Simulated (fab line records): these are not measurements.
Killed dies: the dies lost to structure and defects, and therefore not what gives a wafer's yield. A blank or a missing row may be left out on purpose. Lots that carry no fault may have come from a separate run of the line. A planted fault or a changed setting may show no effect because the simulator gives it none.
One fault seen from 2 desks    flow n5Finfet    only its own numbers are on each desk; what lay behind them is given at the end

== FOR THE TOOL OWNER'S DESK: lithoTrack-05 ==
The tool's own readings at N5_BEOL_M0_SAQP_PEB_38 (peb time 60 s): means of the sampled wafers that have a number, for each lot that ran on this tool. Marked OUT: a lot whose mean sits more than 4 standard deviations from the usual mean, which makes it out of limits; the brackets give that distance.
Columns: A = chillPlateTempC at N5_BEOL_M0_SAQP_PEB_38, usual 22.98 C; B = exhaustPa at N5_BEOL_M0_SAQP_PEB_38, usual 45.2 Pa; C = plateTempC at N5_BEOL_M0_SAQP_PEB_38, usual 99.99 C
lot   first seen here  A      B     C
L890  day 7 18:26      22.87  45.5  99.91
L901  day 10 10:26     23.05  45.1  100.04
L903  day 10 23:34     22.88  44.8  100.12
This desk's finding: nothing out of limits on any of the 3 lots.

== METROLOGY DESK ==
What the gauges read, lot by lot, whatever tool the lot ran on: means of the sampled wafers that have a number. Marked OUT: a lot whose mean sits more than 4 standard deviations from the usual mean, which makes it out of limits; the brackets give that distance.
Columns: A = cdNm at N5_BEOL_M0_SAQP_CD_MEAS_25, usual 12.77 nm
lot   first seen here  A
L884  day 6 04:56      12.78
L886  day 6 16:43      12.76
L887  day 6 20:09      12.69
L888  day 7 01:44      12.62
L890  day 7 16:08      12.51
L891  day 7 20:14      12.71
L892  day 8 02:11      12.73
L893  day 8 12:50      12.71
L898  day 9 18:32      12.66
L900  day 10 06:25     12.93
L901  day 10 08:19     12.75
L903  day 10 21:16     12.70
L904  day 11 00:37     12.83
L905  day 11 09:44     12.95
This desk's finding: nothing out of limits on any of the 14 lots.

== ALL TOGETHER ==
The desk of the tool owner found nothing out of limits.
The metrology desk saw nothing out of limits.

== WHAT HAD BEEN PUT IN BY THE SIMULATOR ==
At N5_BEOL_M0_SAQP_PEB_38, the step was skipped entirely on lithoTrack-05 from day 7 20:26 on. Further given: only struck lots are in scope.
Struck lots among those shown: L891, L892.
